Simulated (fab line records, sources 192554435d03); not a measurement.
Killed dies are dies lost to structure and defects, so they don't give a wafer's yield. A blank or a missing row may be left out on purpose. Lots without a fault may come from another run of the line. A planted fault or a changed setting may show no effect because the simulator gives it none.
fab line records | flow n5_finfet
record lots=8 wafers=24 last_day=18
route steps=1938 shown BEOL_M4@1111 BEOL_M7@1277 PASSIVATION@1936
lots that met no fault: from a run of the same line without faults
start_h: hours from the record's first day to the start of the lot's first wafer shown | wait_h: hours since the lot's step before | " the same as in the row above | L1.1+2: a row that stands for several wafers | - no value, or no start given | * or withheld: withheld | < > ~ a bound
route shown NAME@n: a module of which the file shows steps, and the number in the route of the first | usual: mean/standard deviation of fault-free wafers | same: alike in all rows | chamber/n: place in a boat | sites: the reading at each site | _std_site: their standard deviation | _edge_site: outer sites' mean less inner sites' | radius_mm: how far each site lies from the wafer's centre | mask NAME#n: copy n | behind: the tool/chamber that last shaped the wafer | hold: why the lot was held/for how many hours/how that ended | device: the transistor (n, p or np) that didn't switch | end of line: the same wafers' tests at the end of the route | a step without rows: its recipe alone | killed: dies lost to structure and defects at the first sort, not the wafer's yield | map: a wafer's dies, x killed, . not, _ none there
set.NAME: the setting as run; set.NAME@STEP: as run at that earlier step | model.NAME: the simulator's own value behind a step, which no gauge read
steps of the route over a sample of lots; a table a step, a row a wafer
services: from which hour (start_h, from the record's first day; less than 0 if before it) a tool's chamber was out of use, for how many hours, and why
## steps
# step N5_BEOL_M4_RC_MEAS_101
# usual DIBL_N=37.2/2.5 DIBL_P=38/3 IOFF_N=0.17/0.044 IOFF_P=0.24/0.059 ION_N=667/13 ION_P=461/7.9 SS_N=71.8/0.86 SS_P=73.6/0.92 VT_N=250/4.1 VT_P=-249/3.9
# columns lot.wafer tool chamber start_h wait_h DIBL_N[mV/V] DIBL_P[mV/V] IOFF_N[nA/um] IOFF_P[nA/um] ION_N[uA/um] ION_P[uA/um] SS_N[mV/dec] SS_P[mV/dec] VT_N[mV] VT_P[mV]
L366.1 prober-01 0 175.16 0.0 39.1 38 0.18 0.21 668 455 71.8 73.7 252 -252
L366.4 " 0 " " 36.4 37 0.15 0.22 665 457 71.4 73.9 250 -252
L366.6 " 0 " " 34.9 35 0.12 0.18 660 452 71.3 73.1 252 -254
L371.1 prober-01 0 212.72 0.0 38.4 38 0.17 0.24 684 465 71.6 74.1 251 -251
L371.5 " 0 " " 37.4 38 0.16 0.23 667 460 72.3 73.9 254 -250
L371.6 " 0 " " 39.7 40 0.20 0.29 682 475 72.5 74.6 248 -246
L372.1 prober-01 0 214.05 0.0 30.9 31 0.08 0.13 630 442 70.1 71.6 263 -256
L372.3 " 0 " " 34.6 35 0.12 0.18 668 462 70.9 72.9 254 -254
L372.5 " 0 " " 34.8 35 0.13 0.18 656 452 70.5 73.3 252 -253
L376.3 prober-01 0 233.36 0.3 38.9 40 0.23 0.27 681 462 73.0 74.5 246 -250
L376.4 " 0 " " 35.6 37 0.16 0.22 665 454 72.6 73.7 251 -251
L376.6 " 0 " " 34.8 35 0.14 0.18 657 449 71.6 72.8 254 -253
L379.2 prober-02 0 253.90 0.2 34.6 37 0.16 0.22 666 461 71.6 72.7 248 -247
L379.5 " 0 " " 36.5 40 0.19 0.27 681 469 71.9 73.8 246 -246
L379.6 " 0 " " 36.0 38 0.18 0.22 671 461 71.8 74.0 247 -251
L387.2 prober-02 0 308.40 0.2 33.1 34 0.11 0.16 650 452 71.2 73.1 255 -253
L387.5 " 0 " " 39.4 41 0.19 0.26 654 452 72.3 74.4 251 -251
L387.6 " 0 " " 39.1 41 0.20 0.26 675 460 73.1 73.7 248 -250
L389.2 prober-02 0 314.24 0.2 32.1 33 0.11 0.15 655 449 70.3 71.7 254 -254
L389.3 " 0 " " 32.5 32 0.11 0.15 664 453 70.4 72.1 255 -256
L389.6 " 0 " " 34.2 36 0.14 0.19 672 465 70.5 72.6 252 -251
L388.4 prober-01 0 315.86 0.5 39.9 38 0.18 0.24 658 458 72.5 72.9 251 -249
L388.5 " 0 " " 39.3 38 0.16 0.25 663 462 72.0 73.2 253 -246
L388.6 " 0 " " 35.9 33 0.12 0.19 657 451 71.3 71.8 257 -251
# step N5_BEOL_M7_OVL_MEAS_12
# recipe points_per_wafer=44
# usual M7_OVL=0.1/0.73
# columns lot.wafer tool chamber start_h wait_h M7_OVL[nm]
L366.1 overlay-02 0 196.75 0.0 -0.5
L366.4 " 0 " " 0.1
L366.6 " 0 " " -0.2
L371.1 overlay-02 0 238.96 0.0 -0.1
L371.5 " 0 " " 0.1
L371.6 " 0 " " -0.3
L372.1 overlay-01 0 244.86 0.0 -0.2
L372.3 " 0 " " 0.0
L372.5 " 0 " " 1.6
L376.3 overlay-01 0 254.87 0.0 -0.1
L376.4 " 0 " " 1.1
L376.6 " 0 " " -1.1
L379.2 overlay-02 0 276.61 0.0 0.0
L379.5 " 0 " " -0.3
L379.6 " 0 " " 0.8
L387.2 overlay-02 0 335.46 0.0 0.9
L387.5 " 0 " " 1.2
L387.6 " 0 " " -0.3
L389.2 overlay-02 0 343.19 0.0 0.4
L389.3 " 0 " " 0.1
L389.6 " 0 " " 0.5
L388.4 overlay-01 0 343.41 0.0 -0.3
L388.5 " 0 " " -0.8
L388.6 " 0 " " -0.8
# step N5_BEOL_M7_HM_OPEN_17
# recipe chemistry=Cl2/BCl3 target_depth_a=200 overetch_a=60 target=TiN mask_material=SOC ion_energy_ev=150 pressure_mtorr=10 icp_w=1000 bias_w=126 Cl2_flow_sccm=53.25 bcl3_flow_sccm=21.75 Ar_flow_sccm=25
# usual drypump_motor_current_A=5.7/0.36 oes_product_au=0.69/0.1 throttle_valve_pct=22.18/0.21
# columns lot.wafer tool chamber start_h wait_h drypump_motor_current_A oes_product_au rf_hours_counter_h throttle_valve_pct
L366.1 rie_metal-03 1 198.72 0.0 5.3 0.53 124 22.39
L366.4 " 1 " " 5.3 0.53 - 22.38
L366.6 " 1 " " 5.3 0.53 - 22.39
L371.1 rie_metal-02 1 239.39 0.0 5.8 0.53 127 22.41
L371.5 " 1 " " 5.8 0.53 - 22.41
L371.6 " 0 " " 5.8 0.79 - 22.16
L372.1 rie_metal-02 0 245.21 0.0 5.8 0.78 6 22.16
L372.3 " 0 " " 5.8 0.79 - 22.15
L372.5 " 0 " " 5.8 0.78 - 22.18
L376.3 rie_metal-01 1 255.23 0.1 5.0 0.53 - 22.27
L376.4 " 0 " " 6.2 0.78 - 21.68
L376.6 " 0 " " 6.2 0.79 - 21.68
L379.2 rie_metal-03 1 276.94 0.0 5.3 0.79 2 22.23
L379.5 " 0 " " 5.9 0.66 - 22.32
L379.6 " 1 " " 5.3 0.79 - 22.24
L387.2 rie_metal-02 0 335.81 0.1 5.8 0.74 14 22.19
L387.5 " 0 " " 5.8 0.60 - 22.41
L387.6 " 1 " " 5.8 0.75 - 22.12
L389.2 rie_metal-01 0 343.52 0.0 6.2 0.75 17 21.70
L389.3 " 1 " " 5.0 0.85 - 21.86
L389.6 " 0 " " 6.2 0.74 - 21.71
L388.4 rie_metal-03 0 343.81 0.1 5.9 0.65 - 22.32
L388.5 " 0 " " 5.9 0.64 - 22.32
L388.6 " 1 " " 5.3 0.76 - 22.24
# step N5_BEOL_M7_OVL_MEAS_29
# recipe points_per_wafer=522
# usual V6_OVL=0.1/0.59
# columns lot.wafer tool chamber start_h wait_h V6_OVL[nm]
L366.1 overlay-02 0 199.45 0.0 0.9
L366.4 " 0 " " -0.3
L366.6 " 0 " " -0.1
L371.1 overlay-01 0 243.60 0.0 -0.3
L371.5 " 0 " " -1.5
L371.6 " 0 " " -0.2
L372.1 overlay-02 0 245.94 0.0 0.7
L372.3 " 0 " " -0.1
L372.5 " 0 " " 0.0
L376.3 overlay-01 0 257.34 0.0 0.3
L376.4 " 0 " " 0.3
L376.6 " 0 " " -0.2
L379.2 overlay-02 0 280.69 0.0 1.0
L379.5 " 0 " " 0.2
L379.6 " 0 " " -0.4
L387.2 overlay-01 0 342.48 0.0 -0.6
L387.5 " 0 " " -0.3
L387.6 " 0 " " -0.6
L389.2 overlay-02 0 344.52 0.0 0.5
L389.3 " 0 " " -0.2
L389.6 " 0 " " 0.3
L388.4 overlay-01 0 344.57 0.0 0.0
L388.5 " 0 " " 0.1
L388.6 " 0 " " 0.0
# step N5_BEOL_M7_ETCH_72
# recipe chemistry=N2/H2 target=underlayer target_depth_a=65 mask_material=CAR-EUV time_s=5.2 ion_energy_ev=200 pressure_mtorr=30 source_w=840 bias_w=150 n2_flow_sccm=200 h2_flow_sccm=200 ends=cleared
# usual drypump_motor_current_A=5.8/0.49 etch_rf_on_time_s=5.23/0.17 oes_product_au=0.68/0.064 rf_vpp_V=523.8/2.4 showerhead_plenum_p_Torr=2.53/0.074 throttle_valve_pct=17.74/0.27
# columns lot.wafer tool chamber start_h wait_h drypump_motor_current_A etch_rf_on_time_s oes_product_au rf_hours_counter_h rf_vpp_V showerhead_plenum_p_Torr throttle_valve_pct
L366.1 rie_diel-01 3 199.58 0.0 6.1 5.16 0.72 56 524.9 2.57 17.74
L366.4 " 1 " " 5.4 5.45 0.71 39 520.8 2.48 17.29
L366.6 " 2 " " 5.2 5.12 0.78 - 522.3 2.45 17.33
L371.1 rie_diel-03 1 243.73 0.0 6.6 5.24 0.63 176 524.0 2.52 17.82
L371.5 " 3 " " 6.5 5.26 0.74 - 527.9 2.69 17.64
L371.6 " 2 " " 5.8 5.38 0.63 - 526.0 2.56 17.71
L372.1 rie_diel-03 1 246.07 0.0 6.6 5.25 0.64 177 524.5 2.51 17.85
L372.3 " 0 " " 6.1 5.01 0.71 80 524.3 2.57 18.10
L372.5 " 1 " " 6.6 5.26 0.64 - 523.9 2.51 17.82
L376.3 rie_diel-03 2 257.46 0.0 5.8 5.37 0.65 133 526.4 2.56 17.70
L376.4 " 2 " " 5.8 5.30 0.64 - 524.9 2.56 17.70
L376.6 " 0 " " 6.0 5.05 0.70 - 525.3 2.57 18.10
L379.2 rie_diel-05 1 280.82 0.0 5.9 5.36 0.80 10 526.0 2.59 17.23
L379.5 " 3 " " 5.8 5.46 0.57 - 527.4 2.62 18.22
L379.6 " 2 " " 5.0 5.18 0.70 - 522.0 2.44 17.81
L387.2 rie_diel-03 3 342.60 0.0 6.6 5.20 0.71 79 528.9 2.68 17.74
L387.5 " 0 " " 6.1 5.00 0.68 - 525.8 2.56 18.15
L387.6 " 1 " " 6.6 5.26 0.61 - 521.1 2.50 17.87
L389.2 rie_diel-01 3 344.64 0.0 6.0 5.18 0.69 101 521.8 2.55 17.77
L389.3 " 2 " " 5.3 5.13 0.72 70 523.0 2.43 17.40
L389.6 " 2 " " 5.3 5.10 0.71 - 519.7 2.43 17.40
L388.4 rie_diel-05 0 344.68 0.0 5.1 5.38 0.58 234 520.1 2.42 17.97
L388.5 " 1 " " 6.0 5.24 0.77 - 525.5 2.58 17.28
L388.6 " 0 " " 5.1 5.41 0.57 - 520.9 2.42 18.00
# step N5_BEOL_M7_VIA_ETCH_34
# recipe chemistry=C4F6/O2 target=SiCOH_lowk target_depth_a=1255 mask_material=SOC taper_deg=4 time_s=50.5 ion_energy_ev=250 pressure_mtorr=30 source_w=345 bias_w=185 Ar_flow_sccm=300 C4F6_flow_sccm=10 O2_flow_sccm=10
# usual drypump_motor_current_A=5.8/0.49 oes_f_703_au=0.79/0.069 oes_product_au=0.80/0.075 rf_vpp_V=667/24 showerhead_plenum_p_Torr=2.85/0.09 throttle_valve_pct=20.84/0.2
# columns lot.wafer tool chamber start_h wait_h drypump_motor_current_A oes_f_703_au oes_product_au rf_hours_counter_h rf_vpp_V showerhead_plenum_p_Torr throttle_valve_pct
L366.1 rie_diel-01 3 199.73 0.0 6.1 0.86 0.85 57 633 2.93 21.05
L366.4 " 1 " " 5.4 0.79 0.85 39 682 2.81 20.62
L366.6 " 2 " " 5.3 0.88 0.90 - 682 2.79 20.61
L371.1 rie_diel-03 1 243.87 0.0 6.6 0.72 0.75 176 684 2.80 20.81
L371.5 " 3 " " 6.5 0.86 0.86 - 652 3.04 20.90
L371.6 " 2 " " 5.8 0.76 0.75 - 653 2.87 20.84
L372.1 rie_diel-03 1 246.21 0.0 6.6 0.72 0.75 177 683 2.80 20.83
L372.3 " 0 " " 6.1 0.80 0.81 81 693 2.85 20.84
L372.5 " 1 " " 6.6 0.73 0.75 - 681 2.80 20.83
L376.3 rie_diel-03 2 257.60 0.0 5.8 0.76 0.76 134 655 2.87 20.87
L376.4 " 2 " " 5.8 0.75 0.76 - 653 2.87 20.83
L376.6 " 0 " " 6.1 0.80 0.81 - 691 2.85 20.84
L379.2 rie_diel-05 1 280.96 0.0 6.0 0.92 0.96 10 669 2.91 20.43
L379.5 " 3 " " 5.8 0.66 0.69 - 702 2.95 21.35
L379.6 " 2 " " 5.1 0.79 0.83 - 676 2.72 20.72
L387.2 rie_diel-03 3 342.75 0.0 6.5 0.83 0.82 79 653 3.02 20.94
L387.5 " 0 " " 6.0 0.77 0.30 - 692 2.83 20.70
L387.6 " 1 " " 6.6 0.70 0.72 - 683 2.79 20.86
L389.2 rie_diel-01 3 344.78 0.0 6.0 0.81 0.79 101 631 2.91 21.11
L389.3 " 2 " " 5.3 0.82 0.84 70 680 2.77 20.69
L389.6 " 2 " " 5.3 0.83 0.84 - 679 2.77 20.70
L388.4 rie_diel-05 0 344.83 0.0 5.1 0.72 0.67 234 617 2.69 20.79
L388.5 " 1 " " 5.9 0.87 0.91 - 669 2.90 20.48
L388.6 " 0 " " 5.1 0.72 0.67 - 617 2.69 20.80
# step N5_BEOL_M7_OCD_MEAS_38
# usual trench_depth_nm=93.0/2.2
# columns lot.wafer tool chamber start_h wait_h trench_depth_nm
L366.1 ocd-01 - 199.97 - 93.8
L366.4 " - " " 92.5
L366.6 " - " " 94.1
L371.1 ocd-01 - 244.12 - 93.1
L371.5 " - " " 92.0
L371.6 " - " " 90.7
L372.1 ocd-01 - 246.46 - 93.8
L372.3 " - " " 96.0
L372.5 " - " " 93.8
L376.3 ocd-01 - 257.86 - 92.4
L376.4 " - " " 92.9
L376.6 " - " " 96.2
L379.2 ocd-01 - 281.21 - 92.6
L379.5 " - " " 90.1
L379.6 " - " " 92.6
L387.2 ocd-01 - 343.00 - 92.9
L387.5 " - " " -
L387.6 " - " " 92.4
L389.2 ocd-02 - 345.04 - 93.9
L389.3 " - " " 93.6
L389.6 " - " " 93.8
L388.4 ocd-01 - 345.08 - 88.4
L388.5 " - " " 95.3
L388.6 " - " " 89.2
# step N5_BEOL_M7_CD_MEAS_35
# recipe target_cd_nm=40 polarity=opening
# usual cd_nm=39.7/0.76
# columns lot.wafer tool chamber start_h wait_h cd_nm
L366.1 cd_sem-02 - 200.13 0.0 39.9
L366.4 " - " " 38.3
L366.6 " - " " 39.1
L371.1 cd_sem-03 - 244.28 0.0 38.7
L371.5 " - " " 39.7
L371.6 " - " " 38.8
L372.1 cd_sem-01 - 246.62 0.0 40.1
L372.3 " - " " 40.1
L372.5 " - " " 38.8
L376.3 cd_sem-01 - 258.02 0.0 40.1
L376.4 " - " " 38.9
L376.6 " - " " 38.0
L379.2 cd_sem-02 - 281.36 0.0 38.1
L379.5 " - " " 38.7
L379.6 " - " " 40.4
L387.2 cd_sem-02 - 343.15 0.0 40.6
L387.5 " - " " -
L387.6 " - " " 40.2
L389.2 cd_sem-03 - 345.19 0.0 39.5
L389.3 " - " " 39.1
L389.6 " - " " 39.9
L388.4 cd_sem-02 - 345.24 0.0 40.0
L388.5 " - " " 39.5
L388.6 " - " " 40.5
# step N5_PASSIVATION_PROBE_49
# usual defect_limited_yield=91.5/1.4 killed_at_M0_to_M3=32/11 killed_at_M4_up=12/4.4 killed_at_contacts=13/6.1 killed_at_front_end=39/12 killed_at_other=3.9/3 killed_dies=100/17 killed_on_rim=13/3.9 killed_open=66/12 killed_short=33/7.4 sort_bin_5_function=5.0/0.95 sort_bin_6_memory=3.2/0.66 sort_bin_8_speed=0.0/0.33 sort_n_pass=1079/17 sort_yield_pct=91.4/1.5
# same gross_dies=1180 killed_at_back_side=0 sort_bin_4_leakage[%]=0
# columns lot.wafer tool chamber start_h wait_h defect_limited_yield[%] killed_at_M0_to_M3 killed_at_M4_up killed_at_contacts killed_at_front_end killed_at_other killed_dies killed_on_rim killed_open killed_short sort_bin_5_function[%] sort_bin_6_memory[%] sort_bin_8_speed[%] sort_n_pass sort_yield_pct[%]
L387.2 prober-01 - 421.79 0.1 91.2 22 14 5 58 5 104 16 72 31 4.8 3.8 0 1076 91.2
L387.5 prober-01 - 421.94 0.2 0 24 1100 19 32 5 1180 152 63 24 96.5 3.2 0 0 0
L387.6 prober-01 - 421.99 0.3 93.3 15 11 8 36 9 79 9 55 23 4.2 2.1 0.1 1101 93.3
# killed by level:class
L387.2 FIN_SAQP:geometric_particle:open=29 FIN_SAQP:geometric_particle:short=11 BEOL_M3:geometric_particle:open=8 BEOL_M0_SAQP:geometric_particle:short=6 MOL_CONTACT_COAG:geometric_particle:open=5 STI_FIN_REVEAL:geometric_particle:open=4 BEOL_M1:geometric_particle:open=4 BEOL_M4:geometric_particle:open=4
L387.5 BEOL_M7:area_open=1092 MOL_CONTACT_COAG:geometric_particle:open=16 FIN_SAQP:geometric_particle:open=12 BEOL_M1:geometric_particle:open=10 GATE_CUT:geometric_particle:open=4 BEOL_M0_SAQP:geometric_particle:short=4 BEOL_M5:geometric_particle:short=3 STI_FIN_REVEAL:geometric_particle:open=3
L387.6 FIN_SAQP:geometric_particle:open=9 FIN_SAQP:geometric_particle:short=7 STI_FIN_REVEAL:geometric_particle:open=6 MOL_CONTACT_COAG:geometric_particle:open=6 BEOL_M3:geometric_particle:open=4 BEOL_M4:geometric_particle:open=4 MIM_TOP_ETCH:geometric_particle:open=4 STARTING-WAFER:geometric_particle:open=4
## services
# columns tool chamber start_h hours kind
rie_metal-01 0 175.86 - clean
rie_metal-03 1 176.82 6.0 repair
rie_diel-05 - 183.76 15.6 pm
rie_metal-03 0 191.21 15.5 repair
rie_diel-05 0 200.72 8.9 repair
rie_diel-05 1 203.12 7.6 repair
rie_diel-05 1 211.16 - clean
rie_diel-05 1 211.16 - consumable_replace:focus_ring
rie_diel-05 1 211.16 31.8 scheduled_down
rie_diel-05 1 211.16 31.8 vent_cycle
rie_diel-05 3 215.05 2.0 repair
rie_metal-03 1 231.34 - clean
rie_metal-03 1 231.34 21.0 scheduled_down
rie_metal-03 1 231.34 21.0 vent_cycle
rie_metal-02 1 242.07 - clean
rie_metal-02 1 242.07 20.0 scheduled_down
rie_metal-02 1 242.07 20.0 vent_cycle
rie_diel-03 3 256.81 3.9 repair
rie_metal-03 0 277.46 1.2 repair
rie_metal-02 0 281.18 8.2 repair
rie_metal-01 - 282.30 2.8 pm
rie_metal-01 1 313.16 2.2 repair
rie_diel-01 0 339.95 5.7 repair
rie_metal-02 - 342.30 1.0 repair
## key
first_sign step=N5_BEOL_M7_VIA_ETCH_34 reading=oes_product_au direction=down sigmas=6.7 usual=0.80 struck=0.30
effect step=N5_BEOL_M7_OCD_MEAS_38 reading=trench_depth_nm direction=missing
effect step=N5_BEOL_M7_CD_MEAS_35 reading=cd_nm direction=missing
effect step=N5_PASSIVATION_PROBE_49 reading=killed_at_M4_up direction=up sigmas=99+ usual=12 struck=1100
more_kills_born_at N5_BEOL_M7_HM_OPEN_17@rie_metal-02=1092
met_at N5_BEOL_M7_HM_OPEN_17
struck_lots L387
struck_wafers L387.5
later_rows_left_out L387.5
not_acting_at N5_BEOL_M7_OVL_MEAS_12,N5_BEOL_M7_OVL_MEAS_29,N5_BEOL_M7_ETCH_72
onset_between 245.21 335.81
fault kind=process_parameter_drift tool=rie_metal-02 chamber=- onset_h=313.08 steps=N5_BEOL_M7_HM_OPEN_17 channel=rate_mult offset=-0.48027 shape=step end_h=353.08 scope=struck_wafers_only
# later_rows_left_out: the simulator's readings of these wafers behind a module that went badly wrong aren't trusted and aren't shown, but for the sort
